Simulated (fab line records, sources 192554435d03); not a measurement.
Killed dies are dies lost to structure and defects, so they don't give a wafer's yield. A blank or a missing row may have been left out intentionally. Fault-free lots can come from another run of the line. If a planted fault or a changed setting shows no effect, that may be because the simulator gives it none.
fab line records	flow n5_finfet
record: lots: 5	wafers: 14	last_day: 17
route steps=1938 shown BEOL_M4@1099 BEOL_M5@1112 BEOL_M8@1389 BEOL_M15@1830 PASSIVATION@1936
lots with no fault: from the same line, run without faults
start_h: hours from the record's opening day to when the first of the lot's shown wafers began	wait_h: hours since the lot's step before	" same as the row above	L1.1+2: a single row standing in for several wafers	- no value, or no start was given	* or withheld: withheld	< > ~ a bound
route shown NAME@n: names a module that has steps shown in the file, with the first one's number in the route	usual: average and standard deviation across the fault-free wafers	same: alike in all rows	chamber/n: place in a boat	sites: per-site readings	_std_site: their standard deviation	_edge_site: inner sites' mean taken away from outer sites' mean	radius_mm: how far each site lies from the wafer's centre	mask NAME#n: copy n	behind: the most recent tool/chamber to have shaped the wafer	hold: why the lot went on hold/how many hours it stayed there/how the hold came to an end	device: transistor that didn't switch, given as n, p or np	end of line: at the end of the route, the tests of the same wafers	a step with no rows: only its recipe	killed: dies that structure and defects cost at the first sort, which is not the same as the wafer's yield	map: shows each die of a wafer: x if killed, . if not, _ if none is there
set.NAME: the setting the step ran with; set.NAME@STEP: the setting that earlier step ran with	model.NAME: the simulator's own value behind a step, which no gauge read
lots at some steps of the route; a table a step, a row a wafer
services: from which hour (start_h, from the record's first day; less than 0 if before it) a tool's chamber was out of use, for how many hours, and why
== steps ==
step: N5_BEOL_M4_ANNEAL_95
recipe: temp_c: 400	time_s: 240	ambient: vacuum
step: N5_BEOL_M4_SPUTTER_96
recipe: material: Cu	target_thk_a: 45	temp_c: -20	chamber_pressure_pa: 0.07	power_w: withheld	time_s: 8.29
step: N5_BEOL_M4_ECD_50
recipe: material: Cu	target_thk_a: 3000
step: N5_BEOL_M4_ANNEAL_51
recipe: temp_c: 225	time_s: 90	ambient: N2
step: N5_BEOL_M4_CMP_52
recipe: stop_on: SiOC	t_overpolish_s: 6.8	down_force_psi: 1	platen_rpm: 50	clearing_platen_down_force_psi: 1.5	clearing_platen_rpm: 50	post_cmp_clean: cu_alkaline	target_thk_nm: 40	clearing_platen_pad_velocity_m_s: 0.99484	pad_velocity_m_s: 0.99484
step: N5_BEOL_M4_PRE_CLEAN_60
recipe: gas: NH3/H2	time_s: 15	temp_c: *	rf_power_w: 300
step: N5_BEOL_M4_CO_CAP_55
recipe: material: Co	target_thk_a: 20	temp_c: 200	precursor: CCTBA/H2	pressure_torr: 30	time_s: 102.1
step: N5_BEOL_M4_PRE_CLEAN_56
recipe: gas: NH3	time_s: 15	temp_c: withheld	rf_power_w: 300
step: N5_BEOL_M4_DEP_57
recipe: material: SiCN	target_thk_a: 80	temp_c: withheld	precursor: 3MS/NH3	pressure_torr: 3	rf_w: 202	time_s: 14
step: N5_BEOL_M4_RC_MEAS_101
usual: DIBL_N: 36.2/1.6	DIBL_P: 36.1/2	IOFF_N: 0.16/0.032	IOFF_P: 0.22/0.036	ION_N: 672/11	ION_P: 463/7.5	SS_N: 71.4/0.58	SS_P: 73.2/0.67	VT_N: 250/3.3	VT_P: -250/3.3
lot.wafer	tool	chamber	start_h	wait_h	DIBL_N[mV/V]	DIBL_P[mV/V]	IOFF_N[nA/um]	IOFF_P[nA/um]	ION_N[uA/um]	ION_P[uA/um]	SS_N[mV/dec]	SS_P[mV/dec]	VT_N[mV]	VT_P[mV]
L324.1	prober-02	0	224.54	0.0	37.1	38.6	0.16	0.26	656	467	71.9	73.2	249	-246
L324.3	"	0	"	"	38.7	39.4	0.18	0.27	671	465	71.2	73.7	249	-245
L324.4	"	0	"	"	39.2	39.8	0.20	0.29	674	468	71.9	74.0	247	-245
L325.2	prober-02	0	234.53	0.2	36.8	37.7	0.19	0.24	692	470	72.0	73.8	246	-249
L325.3	"	0	"	"	37.0	38.1	0.20	0.26	688	471	72.2	74.4	244	-248
L325.4	"	0	"	"	33.3	33.7	0.12	0.17	653	455	71.4	72.2	253	-252
L326.1	prober-01	0	237.90	0.0	36.6	37.0	0.17	0.26	681	470	71.9	73.4	249	-245
L326.4	"	0	"	"	37.8	38.8	0.20	0.30	680	472	71.7	73.8	244	-244
L336.1	prober-02	0	294.82	0.0	34.8	34.8	0.14	0.20	667	461	70.8	72.5	252	-248
L336.5	"	0	"	"	36.3	34.7	0.16	0.19	667	459	72.1	73.4	253	-250
L336.6	"	0	"	"	35.2	34.6	0.13	0.19	668	463	71.0	73.1	254	-248
L334.2	prober-02	0	317.48	0.2	39.6	37.8	0.25	0.23	679	459	73.6	73.9	245	-249
L334.3	"	0	"	"	38.6	37.9	0.20	0.24	666	453	72.5	74.0	249	-250
L334.6	"	0	"	"	37.0	36.2	0.18	0.20	673	454	72.5	73.8	246	-253
step: N5_BEOL_M5_ILD_DEP_00
recipe: material: SiCOH_lowk	target_thk_a: 1406.4	temp_c: 300	precursor: DEMS/porogen	pressure_torr: 5	rf_w: 500	time_s: 25.9
step: N5_BEOL_M5_CURE_79
recipe: temp_c: 385	time_s: 240	ambient: He/Ar	material: SiCOH_lowk
step: N5_BEOL_M5_PECVD_70
recipe: material: SiO2	target_thk_a: 160	temp_c: 400	precursor: TEOS/O2	pressure_torr: 5.5	rf_w: 450	teos_flow_sccm: 53.8	gas: O2	flow_sccm: 3000	time_s: 18
step: N5_BEOL_M5_HM_DEP_02
recipe: material: TiN	target_thk_a: 200	temp_c: 25	chamber_pressure_pa: 0.49996
step: N5_BEOL_M5_COAT_59
recipe: resist: SOC	temp_c: 250	time_s: 60	spin_rpm: 1500	resist_thk_nm: 60
step: N5_BEOL_M5_COAT_60
recipe: resist: SiARC	temp_c: 220	time_s: 60	spin_rpm: 1500	resist_thk_nm: 12
step: N5_BEOL_M5_COAT_71
recipe: resist: underlayer	temp_c: 205	time_s: 60	spin_rpm: 1500	resist_thk_nm: 5
step: N5_BEOL_M5_COAT_05
recipe: resist: CAR-EUV	spin_rpm: 1500	resist_thk_nm: 30
step: N5_BEOL_M5_EBR_07
recipe: solvent: PGMEA	ebr_width_mm: 1.5
step: N5_BEOL_M5_SOFTBAKE_06
recipe: temp_c: 110	time_s: 60	resist: CAR-EUV
step: N5_BEOL_M5_EXPOSE_08
recipe: mask_id: M5	na: 0.33	source_shape: annular	sigma_inner: 0.4	sigma_outer: 0.8	polarization: unpolarized	target_cd_nm: 28	dose_mj: 35.75
step: N5_BEOL_M5_PEB_09
recipe: peb_temp_c: 100	peb_time_s: 60	resist: CAR-EUV
step: N5_BEOL_M5_DEVELOP_10
recipe: develop_time_s: 30	developer: TMAH	resist: CAR-EUV	rinse_liquid: surfactant_rinse	dry: air_spin	dev_temp_c: 23
step: N5_BEOL_M5_DESCUM_16
recipe: chemistry: O2	time_s: 7	source_power_w: 50	bias_power_w: 20	pressure_mtorr: 20	rf_frequency_hz: 2.712e+07	temp_c: 40	resist: CAR-EUV	o2_flow_sccm: 225
step: N5_BEOL_M5_ETCH_72
recipe: chemistry: N2/H2	target: underlayer	target_depth_a: 65	mask_material: CAR-EUV	time_s: 5.2	ion_energy_ev: 200	pressure_mtorr: 30	source_w: 840	bias_w: 150	n2_flow_sccm: 200	h2_flow_sccm: 200	ends: cleared
step: N5_BEOL_M5_ETCH_61
recipe: chemistry: CF4	target: SiARC	target_depth_a: 156	mask_material: CAR-EUV	time_s: 26	ion_energy_ev: 80	pressure_mtorr: 40	source_w: 545	bias_w: 36	Ar_flow_sccm: 100	cf4_flow_sccm: 100	ends: cleared
step: N5_BEOL_M5_ETCH_62
recipe: chemistry: N2/H2	target: SOC	target_depth_a: 750	overetch_a: 150	mask_material: SiARC	temp_c: 40	time_s: 112.5	ion_energy_ev: 200	pressure_mtorr: 30	source_w: 840	bias_w: 150	n2_flow_sccm: 200	h2_flow_sccm: 200
step: N5_BEOL_M5_STRIP_63
recipe: chemistry: N2/H2	temp_c: 40	n2_flow_sccm: 200	h2_flow_sccm: 200	rf_frequency_hz: 6e+07
step: N5_BEOL_M5_STRIP_73
recipe: chemistry: N2/H2	temp_c: 40	n2_flow_sccm: 200	h2_flow_sccm: 200	rf_frequency_hz: 6e+07
step: N5_BEOL_M5_STRIP_64
recipe: chemistry: CF4	resist: SiARC	power_w: 300	bias_power_w: 75	pressure_mtorr: 50	cf4_flow_sccm: 150	rf_frequency_hz: 6e+07
step: N5_BEOL_M5_HM_OPEN_17
recipe: chemistry: Cl2/BCl3	target_depth_a: 200	overetch_a: 60	target: TiN	mask_material: SOC	ion_energy_ev: 150	pressure_mtorr: 10	icp_w: 1000	bias_w: 126	Cl2_flow_sccm: 53.25	bcl3_flow_sccm: 21.75	Ar_flow_sccm: 25
step: N5_BEOL_M5_STRIP_19
recipe: chemistry: O2	power_w: 400	temp_c: 40	pressure_mtorr: 30	rf_frequency_hz: 6e+07	bias_power_w: 0	overash_fraction: 0.2	o2_flow_sccm: 225
step: N5_BEOL_M5_COAT_65
recipe: resist: SOC	temp_c: 250	time_s: 60	spin_rpm: 1500	resist_thk_nm: 60
step: N5_BEOL_M5_COAT_66
recipe: resist: SiARC	temp_c: 220	time_s: 60	spin_rpm: 1500	resist_thk_nm: 12
step: N5_BEOL_M8_ALD_77
recipe: material: TaN	target_thk_a: 20	temp_c: 275	ald_precursor_family: PDMAT	ald_co_reactant: NH3	pressure_torr: 3	carrier_flow_sccm: 1500	pulse_time_s: 2	purge_time_s: 3	co_reactant_purge_time_s: 2	co_reactant_pulse_time_s: 3	ald_cycles: 40	precursor_vessel_temp_c: 75	precursor_vessel_pressure_torr: 26.25	precursor_vessel_carrier_sccm: 1000
usual: ald_cycles: 40/0	heater_power_w: 410/40
same: purge_time_s: 3
lot.wafer	tool	chamber	start_h	wait_h	ald_cycles	heater_power_w	since_wet_clean_h	model.TaN_of_BEOL_M8_ALD_77.thk_nm
L324.1	ald_metal-03	2	267.24	0.0	40	403	3007	2
L324.3	"	1	"	"	13	426	3007	0.6
L324.4	"	0	"	"	13	362	3007	0.6
L326.1	ald_metal-03	0	276.46	0.0	40	378	3016	2
L326.4	"	3	"	"	13	479	3016	0.6
L325.2	ald_metal-03	0	276.99	0.0	40	367	3017	2
L325.3	"	3	"	"	13	484	3017	0.6
L325.4	"	2	"	"	13	411	3017	0.6
L336.1	ald_metal-04	1	325.93	0.1	40	418	1527	2
L336.5	"	2	"	"	40	361	-	2
L336.6	"	1	"	"	40	419	-	2
L334.2	ald_metal-03	3	353.46	0.1	40	484	3093	2
L334.3	"	1	"	"	40	449	3093	2
L334.6	"	2	"	"	40	399	-	2
step: N5_BEOL_M15_RC_MEAS_101
usual: COMB_M10: 1.39e-11/3e-12	COMB_M11: 1.5e-11/3.3e-12	COMB_M12: 6.2e-12/1.3e-12	COMB_M13: 4.6e-12/1e-12	COMB_M14: 3.7e-12/8.7e-13	COMB_M15: 2.3e-12/6.9e-13	COMB_M5: 3.6e-11/6.7e-12	COMB_M6: 2.6e-11/5e-12	COMB_M7: 2.5e-11/5.6e-12	COMB_M8: 2.6e-11/4.6e-12	COMB_M8_max_site: 3.7e-11/7.8e-12	COMB_M9: 1.42e-11/2.8e-12	SERP_M10: 3.07/0.099	SERP_M11: 3.09/0.11	SERP_M11_max_site: 3.18/0.11	SERP_M12: 0.632/0.018	SERP_M13: 0.308/0.005	SERP_M14: 0.160/0.0047	SERP_M5: 38.9/1.6	SERP_M6: 14.2/0.59	SERP_M6_max_site: 14.8/0.63	SERP_M7: 14.0/0.59	SERP_M8: 13.7/0.54	SERP_M8_max_site: 14.2/0.54	SERP_M9: 3.11/0.11
lot.wafer	tool	chamber	start_h	wait_h	COMB_M10[S/m]	COMB_M11[S/m]	COMB_M12[S/m]	COMB_M13[S/m]	COMB_M14[S/m]	COMB_M15[S/m]	COMB_M5[S/m]	COMB_M6[S/m]	COMB_M7[S/m]	COMB_M8[S/m]	COMB_M8_max_site[S/m]	COMB_M9[S/m]	SERP_M10[ohm/um]	SERP_M11[ohm/um]	SERP_M11_max_site[ohm/um]	SERP_M12[ohm/um]	SERP_M13[ohm/um]	SERP_M14[ohm/um]	SERP_M5[ohm/um]	SERP_M6[ohm/um]	SERP_M6_max_site[ohm/um]	SERP_M7[ohm/um]	SERP_M8[ohm/um]	SERP_M8_max_site[ohm/um]	SERP_M9[ohm/um]
L324.1	prober-01	0	323.49	0.0	1.58e-11	1.2e-11	7.5e-12	2.8e-12	4.7e-12	2.6e-12	3.9e-11	3.1e-11	2.7e-11	2.4e-11	2.7e-11	1.75e-11	3.01	2.96	3.09	0.632	0.307	0.159	38.4	14.3	14.7	14.5	14.2	14.8	3.06
L324.3	"	0	"	"	1.41e-11	1.2e-11	6.3e-12	3.3e-12	4.2e-12	2.9e-12	4.4e-11	2.8e-11	2.1e-11	9.01e-10	1.26e-09	1.84e-11	3.27	3.02	3.15	0.603	0.313	0.160	37.1	15.0	15.5	14.4	12.6	13.1	3.12
L324.4	"	0	"	"	1.82e-11	1.6e-11	8.5e-12	5.5e-12	4.5e-12	2.1e-12	4e-11	3e-11	3.1e-11	1.07e-09	1.595e-09	1.09e-11	3.23	2.88	3.02	0.597	0.306	0.157	38.0	13.8	14.4	13.8	12.3	12.8	2.99
L325.2	prober-02	0	324.27	0.2	1.5e-11	1.4e-11	4.5e-12	4e-12	3.5e-12	1.4e-12	3e-11	2.2e-11	2.8e-11	3.3e-11	4.5e-11	9.6e-12	3.15	3.24	3.38	0.645	0.320	0.155	36.7	14.5	14.8	13.6	13.8	14.5	3.16
L325.3	"	0	"	"	8.9e-12	8e-12	5.8e-12	3.5e-12	4.5e-12	1.2e-12	3.8e-11	1.6e-11	2.6e-11	9.36e-10	1.159e-09	1.33e-11	3.28	3.13	3.16	0.663	0.307	0.164	38.9	14.5	15.2	13.6	12.3	12.6	2.96
L325.4	"	0	"	"	1.27e-11	9e-12	5.9e-12	4.8e-12	5.8e-12	1.6e-12	4.6e-11	2e-11	2.6e-11	8.26e-10	1.489e-09	1.05e-11	3.15	3.06	3.21	0.664	0.303	0.154	38.2	14.9	15.1	14.3	12.0	12.5	2.98
L326.1	prober-02	0	327.76	0.0	1.28e-11	1.4e-11	4.6e-12	6.9e-12	3.4e-12	1.2e-12	3.6e-11	3e-11	4.4e-11	2.6e-11	2.8e-11	1.41e-11	3.22	3.24	3.39	0.602	0.310	0.162	41.2	13.5	14.2	13.3	13.0	13.5	3.16
L326.4	"	0	"	"	1.31e-11	2.5e-11	6e-12	4.5e-12	3.7e-12	1.5e-12	2.9e-11	3.8e-11	2.2e-11	7.63e-10	1.142e-09	1.23e-11	3.12	3.03	3.10	0.652	0.308	0.164	40.1	13.2	13.8	14.0	11.9	12.2	2.91
L336.1	prober-01	0	382.17	0.3	1.65e-11	1.6e-11	6.7e-12	3.7e-12	4.1e-12	2.4e-12	5.2e-11	2.1e-11	2.1e-11	2.3e-11	3e-11	1.31e-11	3.06	2.93	3.06	0.612	0.302	0.154	39.3	13.9	14.8	14.2	13.7	14.2	2.95
L336.5	"	0	"	"	1.34e-11	1.5e-11	6.3e-12	5.6e-12	6.2e-12	2.4e-12	3.8e-11	1.9e-11	2.8e-11	2.4e-11	2.9e-11	1.04e-11	3.00	3.00	3.07	0.614	0.301	0.162	41.1	14.4	15.1	15.1	13.6	14.0	2.89
L336.6	"	0	"	"	1.26e-11	1.4e-11	7e-12	5.3e-12	4.5e-12	2.8e-12	4.1e-11	1.8e-11	2.2e-11	2.8e-11	3.6e-11	1.64e-11	3.08	3.09	3.14	0.621	0.307	0.167	40.6	14.1	14.8	14.3	13.2	13.7	3.13
L334.2	prober-02	0	402.32	0.2	1.41e-11	1e-11	4.6e-12	2.6e-12	3.2e-12	2.4e-12	3.7e-11	2.2e-11	3.6e-11	3.4e-11	4.6e-11	1.24e-11	2.86	3.06	3.10	0.654	0.305	0.157	40.4	14.0	14.6	13.7	13.8	14.8	3.25
L334.3	"	0	"	"	1.65e-11	1.9e-11	4.1e-12	3.1e-12	2.7e-12	1.8e-12	4e-11	2.3e-11	2.2e-11	2.5e-11	4.1e-11	1.36e-11	3.08	3.08	3.13	0.661	0.304	0.166	37.4	14.1	14.5	13.1	13.7	14.5	3.41
L334.6	"	0	"	"	1.14e-11	1.2e-11	7.1e-12	4.3e-12	3.5e-12	2e-12	3.3e-11	2.7e-11	2.2e-11	3.1e-11	3.6e-11	1.76e-11	2.96	3.05	3.17	0.644	0.306	0.170	38.8	14.1	14.6	13.9	13.7	14.4	3.38
sites COMB_M8 radius_mm=0,75,75,75,75,140,140,140,140
L324.1 2.1e-11 2.5e-11 1.5e-11 2.4e-11 2.3e-11 2.2e-11 2.6e-11 2.7e-11 2.5e-11
L325.2 2.7e-11 3.4e-11 4.5e-11 1.9e-11 4.1e-11 2.7e-11 3.3e-11 3.8e-11 2.8e-11
L326.1 1.9e-11 2.2e-11 2.7e-11 2.2e-11 2.7e-11 2.8e-11 2.6e-11 1.7e-11 2.8e-11
L336.1 2.3e-11 2.4e-11 2.7e-11 2.5e-11 1.7e-11 1.1e-11 2.3e-11 3e-11 1.8e-11
L334.2 3.1e-11 4.2e-11 3.2e-11 3.5e-11 3e-11 2.8e-11 4.6e-11 3.4e-11 3.9e-11
sites SERP_M8 radius_mm=0,75,75,75,75,140,140,140,140
L324.1 14.4 14.2 14.8 14.6 14.2 13.7 14.1 14.6 13.4
L325.2 14.0 13.9 14.2 14.5 13.8 13.2 13.6 13.6 13.0
L326.1 13.5 13.1 13.1 13.0 13.3 12.6 12.5 12.8 12.4
L336.1 14.2 13.7 14.2 14.1 13.8 13.3 13.3 13.4 12.6
L334.2 12.7 13.8 13.2 13.5 13.5 14.8 14.3 14.2 14.0
step: N5_PASSIVATION_PROBE_49
usual: defect_limited_yield: 91.4/1.3	killed_at_M0_to_M3: 34/10	killed_at_M4_up: 14/5.6	killed_at_contacts: 13/5.9	killed_at_front_end: 37/9.9	killed_at_other: 3.5/2.8	killed_dies: 101/15	killed_on_rim: 13/3.9	killed_open: 67/12	killed_short: 32/6.6	sort_bin_4_leakage: 0.00/0.014	sort_bin_5_function: 5.0/0.81	sort_bin_6_memory: 3.2/0.66	sort_n_pass: 1079/15	sort_yield_pct: 91.4/1.3
same: gross_dies: 1180	killed_at_back_side: 0	sort_bin_8_speed[%]: 0
lot.wafer	tool	chamber	start_h	wait_h	defect_limited_yield[%]	killed_at_M0_to_M3	killed_at_M4_up	killed_at_contacts	killed_at_front_end	killed_at_other	killed_dies	killed_on_rim	killed_open	killed_short	sort_bin_4_leakage[%]	sort_bin_5_function[%]	sort_bin_6_memory[%]	sort_n_pass	sort_yield_pct[%]
L324.1	prober-01	-	336.79	0.0	92.0	26	13	15	40	0	94	13	59	35	0	5.3	2.5	1086	92.0
L324.3	prober-01	-	336.89	0.1	84.2	30	114	12	31	0	187	30	60	22	8.64	4.4	2.4	993	84.2
L324.4	prober-01	-	336.94	0.2	80.6	17	127	17	65	3	229	28	66	40	9.92	6.1	2.5	951	80.6
L325.2	prober-02	-	337.14	0.1	90.8	44	15	10	33	7	109	11	70	37	0	5.0	3.9	1071	90.8
L325.3	prober-02	-	337.19	0.1	80.6	47	137	6	32	7	229	28	81	24	10.51	5.8	2.6	951	80.6
L325.4	prober-02	-	337.24	0.2	81.4	42	127	12	36	2	219	26	78	31	9.32	5.3	3.9	961	81.4
L326.1	prober-01	-	342.28	0.0	91.5	33	12	18	35	2	100	12	62	37	0	5.6	2.5	1080	91.5
L326.4	prober-01	-	342.43	0.2	81.7	22	123	25	45	1	216	29	75	35	8.98	5.4	3.6	964	81.7
L336.1	prober-01	-	397.27	0.0	88.7	54	14	16	42	7	133	14	101	32	0	6.0	4.7	1047	88.7
L336.5	prober-01	-	397.47	0.2	91.3	32	10	13	46	2	103	12	66	37	0	4.8	3.6	1077	91.3
L336.6	prober-01	-	397.52	0.3	92.1	41	16	14	19	3	93	13	67	25	0	4.8	2.8	1087	92.1
L334.2	prober-02	-	418.70	0.6	89.3	34	23	13	55	1	126	13	88	38	0	6.1	4.6	1054	89.3
L334.3	prober-02	-	418.75	0.7	90.3	23	29	28	33	2	115	10	88	26	0	5.8	3.8	1065	90.3
L334.6	prober-02	-	418.90	0.8	89.2	35	28	13	48	4	128	20	99	27	0	6.7	3.7	1052	89.2
killed by level:class
L324.1 MOL_CONTACT_COAG:geometric_particle:open=11 FIN_SAQP:geometric_particle:short=8 FIN_SAQP:geometric_particle:open=7 BEOL_M3:geometric_particle:open=7 BEOL_M4:geometric_particle:open=7 STARTING-WAFER:geometric_particle:open=5 GATE_CUT:geometric_particle:short=4 MOL_CONTACT_COAG:geometric_particle:short=4
L324.3 M8:area_ald=102 BEOL_M1:geometric_particle:open=12 MOL_CONTACT_COAG:geometric_particle:open=10 FIN_SAQP:geometric_particle:short=9 DUMMY_GATE:geometric_particle:open=7 BEOL_M2:geometric_particle:open=7 BEOL_M0_SAQP:geometric_particle:open=4 GATE_CUT:geometric_particle:short=3
L324.4 M8:area_ald=117 STI_FIN_REVEAL:geometric_particle:open=12 MOL_CONTACT_COAG:geometric_particle:open=12 GATE_CUT:geometric_particle:short=10 DUMMY_GATE:geometric_particle:open=9 FIN_SAQP:geometric_particle:open=6 STARTING-WAFER:geometric_particle:open=6 HKMG_FIN:area_etch=6
L325.2 BEOL_M2:geometric_particle:open=15 STI_FIN_REVEAL:geometric_particle:open=12 FIN_SAQP:geometric_particle:short=8 MOL_CONTACT_COAG:geometric_particle:open=7 BEOL_M0_SAQP:geometric_particle:short=7 BEOL_M0_SAQP:geometric_particle:open=6 BEOL_M3:geometric_particle:open=6 BEOL_M8:geometric_particle:open=5
L325.3 M8:area_ald=124 BEOL_M0_SAQP:geometric_particle:open=14 BEOL_M2:geometric_particle:open=12 FIN_SAQP:geometric_particle:open=11 BEOL_M0_SAQP:geometric_particle:short=9 STI_FIN_REVEAL:geometric_particle:open=6 MOL_CONTACT_COAG:geometric_particle:open=5 BEOL_M1:geometric_particle:open=5
L325.4 M8:area_ald=110 MOL_CONTACT_COAG:geometric_particle:open=12 STI_FIN_REVEAL:geometric_particle:open=11 BEOL_M0_SAQP:geometric_particle:short=10 BEOL_M0_SAQP:geometric_particle:open=9 DUMMY_GATE:geometric_particle:open=8 BEOL_M4:geometric_particle:open=6 BEOL_M2:geometric_particle:open=6
L326.1 MOL_CONTACT_COAG:geometric_particle:open=15 FIN_SAQP:geometric_particle:short=10 BEOL_M1:geometric_particle:open=10 FIN_SAQP:geometric_particle:open=9 BEOL_M3:geometric_particle:open=7 BEOL_M0_SAQP:geometric_particle:short=4 BEOL_M4:geometric_particle:open=4 DUMMY_GATE:geometric_particle:open=3
L326.4 M8:area_ald=106 MOL_CONTACT_COAG:geometric_particle:open=21 FIN_SAQP:geometric_particle:short=19 FIN_SAQP:geometric_particle:open=9 BEOL_M0_SAQP:geometric_particle:open=6 BEOL_M4:geometric_particle:open=5 STI_FIN_REVEAL:geometric_particle:open=4 DUMMY_GATE:geometric_particle:open=4
L336.1 MOL_CONTACT_COAG:geometric_particle:open=14 BEOL_M0_SAQP:geometric_particle:short=14 BEOL_M0_SAQP:geometric_particle:open=13 BEOL_M2:geometric_particle:open=13 DUMMY_GATE:geometric_particle:open=10 BEOL_M4:geometric_particle:open=10 STI_FIN_REVEAL:geometric_particle:open=9 BEOL_M3:geometric_particle:open=9
L336.5 STI_FIN_REVEAL:geometric_particle:open=11 MOL_CONTACT_COAG:geometric_particle:open=10 BEOL_M0_SAQP:geometric_particle:short=8 BEOL_M0_SAQP:geometric_particle:open=7 FIN_SAQP:geometric_particle:open=6 GATE_CUT:geometric_particle:short=6 BEOL_M4:geometric_particle:open=6 BEOL_M2:geometric_particle:open=6
L336.6 MOL_CONTACT_COAG:geometric_particle:open=12 BEOL_M3:geometric_particle:open=12 BEOL_M0_SAQP:geometric_particle:open=11 BEOL_M0_SAQP:geometric_particle:short=8 BEOL_M4:geometric_particle:open=5 STARTING-WAFER:geometric_particle:open=5 FIN_SAQP:geometric_particle:open=3 GATE_CUT:geometric_particle:short=3
L334.2 STI_FIN_REVEAL:geometric_particle:open=15 BEOL_M4:geometric_particle:open=14 FIN_SAQP:geometric_particle:open=13 BEOL_M3:geometric_particle:open=11 MOL_CONTACT_COAG:geometric_particle:open=9 FIN_SAQP:geometric_particle:short=7 BEOL_M0_SAQP:geometric_particle:short=6 BEOL_M2:geometric_particle:open=5
L334.3 MOL_CONTACT_COAG:geometric_particle:open=24 BEOL_M4:geometric_particle:open=16 DUMMY_GATE:geometric_particle:open=9 FIN_SAQP:geometric_particle:open=5 STI_FIN_REVEAL:geometric_particle:open=4 STARTING-WAFER:geometric_particle:short=4 MOL_CONTACT_COAG:geometric_particle:short=4 BEOL_M0_SAQP:geometric_particle:short=4
L334.6 STI_FIN_REVEAL:geometric_particle:open=15 BEOL_M2:geometric_particle:open=13 MOL_CONTACT_COAG:geometric_particle:open=12 BEOL_M4:geometric_particle:open=11 BEOL_M3:geometric_particle:open=9 FIN_SAQP:geometric_particle:open=6 DUMMY_GATE:geometric_particle:open=6 BEOL_M7:geometric_particle:open=6
map L324.4 (x killed, . not)
_________________............________________
______________..x..x.....x......_____________
___________x..x...x...x.........x..__________
__________.x..x..x..xx......x..xx.x._________
________.x....x..x.xx..x..........xx.._______
_______..x.....xx...x..x.xxx......x..x.______
______.x..............x..xxx.......xx..._____
_____....x...x.......x....x....x.........____
____..x.....x..x....x.....x.......x....xx.___
___x.x.x..................x.........x......__
___.x.................x.x..xx...x.xx.......__
__.....x....xx...x.......x..........x......x_
__.x.......x.x..x.....xx.x.......xx........._
_...xx......xx........x.............xx.x..x..
_..x.....x..x..........x..................x..
_.x.x.......x..x...x.xxx.x.x..x....x..x.....x
_x.x.....x....xx...xx....x.xx.......x..x.....
_..x....x....x....x...........x..........x.x.
_......x...x.x.....x.....x..x..........x.....
_.x..............x.....x..x......x.....x..xx.
_..x.......x...........x...........xx.....x.x
__..x..x.........x..x....x.....xx...x.....x._
__.......x.xx.....x.........xx.x........x..x_
___x........................x...x.........x__
___.............x....x....x....x.x.........__
____x.................xx......xx.....x....___
_____...x........xx.x.......x..x.......x.____
______....x........x..x..x.x.....x....xx_____
_______.........x...xx...x....x.x....x.______
________......x....x.......x.........._______
__________..x..xx......x.x....x.x..._________
___________..x.x.x.x.x....x........__________
______________.x....x.....x....._____________
_________________...x...x....________________
map L325.3 (x killed, . not)
_________________............________________
______________x...........x....._____________
___________xx..x..x.......x........__________
__________.x.....x.......x.....x..xx_________
________x.......x.....x.x....x...x...._______
_______x..xxx....x.x..x....xx....x....x______
______....x.x.........xx...x..x.xxxx...x_____
_____.xx...............x..........x..x.x.____
____x..x..x..........xx......x.......x....___
___.......x.......x.x....x.........xxx.....__
___.....x...x.x.......x.....x........xx....__
__..x...x............x.......x..x.x....x...._
__..........x...x...x..xx........x.x........_
_............x....xxx.........x..xx....x...xx
_.....x......................x.x........xx.x.
_....x.xxxx....x.....x..x.....x.......x......
_..x....x....x..xxx..........x...xx...x.x..x.
_..........x..xx.............x.....x..xx.....
_x.x.........xx..xx.xx.......x...............
_.x.......x....x..x...x......................
_...x.x..x......x.........x...x.....x.......x
__.........x.............x...x......x.x.x..._
__...x....x.xx..................x.........x._
___.xxxx..x....x....x....x...xx..x.......x.__
___.....x.....x.....................xxx....__
____x........x.x....xx............x...x...___
_____...x.x.......x..x.x..x..............____
______....x....x....x..x..x..x.x......x._____
_______..xx.......x......x.xx.....x....______
________.x...xx........x.x...xxx......_______
__________.x..xx.........x....x....._________
___________x.x......xx.............__________
______________.........x..x..x.._____________
_________________.....xx....x________________
== services ==
tool	chamber	start_h	hours	kind
ald_metal-04	3	267.18	11.2	repair
ald_metal-03	2	285.65	7.0	repair
ald_metal-04	-	334.58	0.3	repair
== key ==
first_sign: step: N5_BEOL_M8_ALD_77	reading: ald_cycles	direction: down	sigmas: 99+	usual: *	struck: *
effect: step: N5_BEOL_M15_RC_MEAS_101	reading: COMB_M8	direction: up	sigmas: 99+	usual: 2.6e-11	struck: 8.99e-10
effect: step: N5_PASSIVATION_PROBE_49	reading: sort_bin_4_leakage	direction: up	sigmas: 99+	usual: 0.00	struck: 9.47
model_effect: step: N5_BEOL_M8_ALD_77	value: TaN_of_BEOL_M8_ALD_77.thk_nm	without: 2	struck: 0.6
more_kills_born_at: N5_BEOL_M8_ALD_77@ald_metal-03: 559
met_at N5_BEOL_M8_ALD_77
struck_wafers L324.3,L324.4,L325.3,L325.4,L326.4
fault: kind: process_parameter_drift	tool: ald_metal-03	chamber: -	onset_h: 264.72	steps: N5_BEOL_M8_ALD_77	channel: ald_cycles	offset: *	shape: step	end_h: 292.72	scope: struck_wafers_only	acts_in: *	stated: *
